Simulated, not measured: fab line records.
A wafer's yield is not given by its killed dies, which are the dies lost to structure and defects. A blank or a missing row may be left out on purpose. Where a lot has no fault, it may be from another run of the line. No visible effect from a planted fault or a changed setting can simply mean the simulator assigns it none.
Chamber matching -- flow n5 finfet -- 4 sister chambers for N5_HKMG_FIN_DESCUM_53 on rie diel-04
The step chemistry O2, time 7.9 s. 4 wafers are shown with their chamber, then 12 later ones without.

## EACH WAFER AND ITS CHAMBER
wafer,chamber,showerhead plenum p Torr (Torr)
L087.3,1,1.98
L087.4,2,2.03
L087.5,3,2.08
L087.6,0,2.24

## WAFERS WITH NO CHAMBER GIVEN
wafer,showerhead plenum p Torr (Torr)
L093.3,2.03
L093.5,2.03
L093.6,1.98
L094.1,2.08
L094.2,2.03
L094.4,2.23
L095.2,1.98
L095.5,1.98
L095.6,2.03
L097.2,2.23
L097.4,2.07
L097.6,2.02

## THE CHAMBER EACH PASSED THROUGH
wafer,from the rows above,in truth
L093.3,2,2
L093.5,2,2
L093.6,1,1
L094.1,3,3
L094.2,2,2
L094.4,0,0
L095.2,1,1
L095.5,1,1
L095.6,2,2
L097.2,0,0
L097.4,3,3
L097.6,2,2
Correctly placed: 12 of 12. Not placeable from these rows: 0. Number placed wrongly: 0.
How it was worked out, from the rows above alone: a wafer's distance from a chamber is the root of the sum, over the readings, of the square of ((its reading less the chamber's mean) divided by the reading's scatter). If the next closest chamber is less than 2 further off than the closest, the wafer can't be placed; otherwise it belongs to the closest. The mean given for a chamber averages the wafers shown for that chamber. The scatter (one wafer shown for each chamber): square how far every hidden wafer sits from the nearest shown wafer, average those squares and take the square root.
